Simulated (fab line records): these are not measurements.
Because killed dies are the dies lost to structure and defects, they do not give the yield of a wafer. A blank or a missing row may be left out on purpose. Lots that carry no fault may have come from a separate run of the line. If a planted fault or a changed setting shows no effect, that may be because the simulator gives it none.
Which tool did it? -- flow n5-finfet -- route of 1938 steps, sampled at 1 step: 6 lots, 18 wafers

## WHAT THE GAUGES READ, wafer by wafer
N5_BEOL_M5_THK_MEAS_53: measures by xrf.
lot,measured,on,M5_THK (nm)
L641,day 9 04:53,film-metro-02,62.7 62.6 66.3
L648,day 11 04:10,film-metro-01,64.0 65.2 63.7
L653,day 12 04:22,film-metro-02,63.3 62.2 60.7
L656,day 12 22:50,film-metro-01,63.0 61.5 62.3
L657,day 13 09:25,film-metro-01,60.8 66.2 63.0
L661,day 14 08:04,film-metro-02,58.9 65.3 61.7

## WHAT TOOL EACH LOT RAN ON (gives the tool, then ch and the chambers of the sampled wafers, and finally the start)
Before these readings, the record contains no process step.

## THE ANSWER, worked out from the rows above alone
Rule: the lots themselves supply what counts as usual. The widest of any qualifying gaps counts: lots, ordered by their means at a reading, are off when they make up no more than a third of the lots, leave a main group of 4 or more, and stand apart from it by 3 or more times the standard deviation of that group's means. A main group whose means are all the same, to the digits that the tables above print for the reading, isn't used. A lot without any number at a reading at which 4 lots or more have one is off too. All remaining lots with rows at the step are treated as sound.
None of the lots is off at any reading shown; this tells nothing.

## WHAT THE SIMULATOR HAD INSERTED
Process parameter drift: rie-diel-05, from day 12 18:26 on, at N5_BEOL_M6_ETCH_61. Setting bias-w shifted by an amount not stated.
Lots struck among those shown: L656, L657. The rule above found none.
